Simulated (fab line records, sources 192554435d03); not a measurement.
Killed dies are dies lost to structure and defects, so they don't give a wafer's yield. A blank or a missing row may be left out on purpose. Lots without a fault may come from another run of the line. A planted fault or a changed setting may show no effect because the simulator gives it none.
Chamber matching | flow n5_finfet | N5_BEOL_M8_ETCH_72 on rie_diel-01: 4 sister chambers
The step etches underlayer in N2/H2, target depth 6.5 nm, time 5.2 s. 4 wafers are shown with their chamber, then 7 later ones without.

WAFERS WITH THEIR CHAMBER
wafer  | chamber | showerhead_plenum_p_Torr (Torr)
L085.2 | 0       | 2.51
L087.3 | 2       | 2.69
L087.5 | 3       | 2.47
L093.5 | 1       | 2.66

WAFERS WITHOUT THEIR CHAMBER
wafer  | showerhead_plenum_p_Torr (Torr)
L093.6 | 2.50
L097.1 | 2.46
L097.2 | 2.65
L097.4 | 2.50
L095.2 | 2.45
L095.3 | 2.68
L095.5 | 2.45

WHICH CHAMBER EACH WENT THROUGH
wafer  | from the rows above     | in truth
L093.6 | can't be placed: 0 or 3 | 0
L097.1 | 3                       | 3
L097.2 | 1                       | 1
L097.4 | can't be placed: 0 or 3 | 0
L095.2 | 3                       | 3
L095.3 | can't be placed: 2 or 1 | 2
L095.5 | 3                       | 3
Placed correctly: 4 of 7. Can't be placed from these rows: 3 (the true chamber is among the candidates in 3). Placed wrongly: 0.
How it was worked out, from the rows above alone: a wafer's distance from a chamber is the root of the sum, over the readings, of the square of ((its reading less the chamber's mean) divided by the reading's scatter). The wafer belongs to the nearest chamber; if the next one is less than 2 further off, it can't be placed. A chamber's mean is the mean of its shown wafers. The scatter: with one shown wafer a chamber, the root of the mean of the squares of how far each hidden wafer lies from its nearest shown one.
